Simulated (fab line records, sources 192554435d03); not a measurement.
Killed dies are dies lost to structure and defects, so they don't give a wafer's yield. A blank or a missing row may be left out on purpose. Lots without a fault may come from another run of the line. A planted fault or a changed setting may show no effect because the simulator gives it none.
Chamber matching | flow n5_finfet | N5_BEOL_M0_SAQP_ETCH_83 on rie_diel-04: 4 sister chambers
The step etches SiARC in CF4, target depth 39 nm, time 65 s. 4 wafers are shown with their chamber, then 11 later ones without.

WAFERS WITH THEIR CHAMBER
wafer  | chamber | showerhead_plenum_p_Torr (Torr)
L090.1 | 0       | 2.08
L092.2 | 1       | 2.10
L092.6 | 2       | 2.04
L093.2 | 3       | 2.28

WAFERS WITHOUT THEIR CHAMBER
wafer  | showerhead_plenum_p_Torr (Torr)
L093.5 | 2.10
L093.6 | 2.07
L094.2 | 2.28
L094.3 | 2.04
L094.4 | 2.10
L096.3 | 2.04
L096.4 | 2.07
L096.5 | 2.28
L097.2 | 2.27
L097.4 | 2.10
L097.5 | 2.04

WHICH CHAMBER EACH WENT THROUGH
wafer  | from the rows above | in truth
L093.5 | 1                   | 1
L093.6 | 0                   | 0
L094.2 | 3                   | 3
L094.3 | 2                   | 2
L094.4 | 1                   | 1
L096.3 | 2                   | 2
L096.4 | 0                   | 0
L096.5 | 3                   | 3
L097.2 | 3                   | 3
L097.4 | 1                   | 1
L097.5 | 2                   | 2
Placed correctly: 11 of 11. Can't be placed from these rows: 0. Placed wrongly: 0.
How it was worked out, from the rows above alone: a wafer's distance from a chamber is the root of the sum, over the readings, of the square of ((its reading less the chamber's mean) divided by the reading's scatter). The wafer belongs to the nearest chamber; if the next one is less than 2 further off, it can't be placed. A chamber's mean is the mean of its shown wafers. The scatter: with one shown wafer a chamber, the root of the mean of the squares of how far each hidden wafer lies from its nearest shown one.
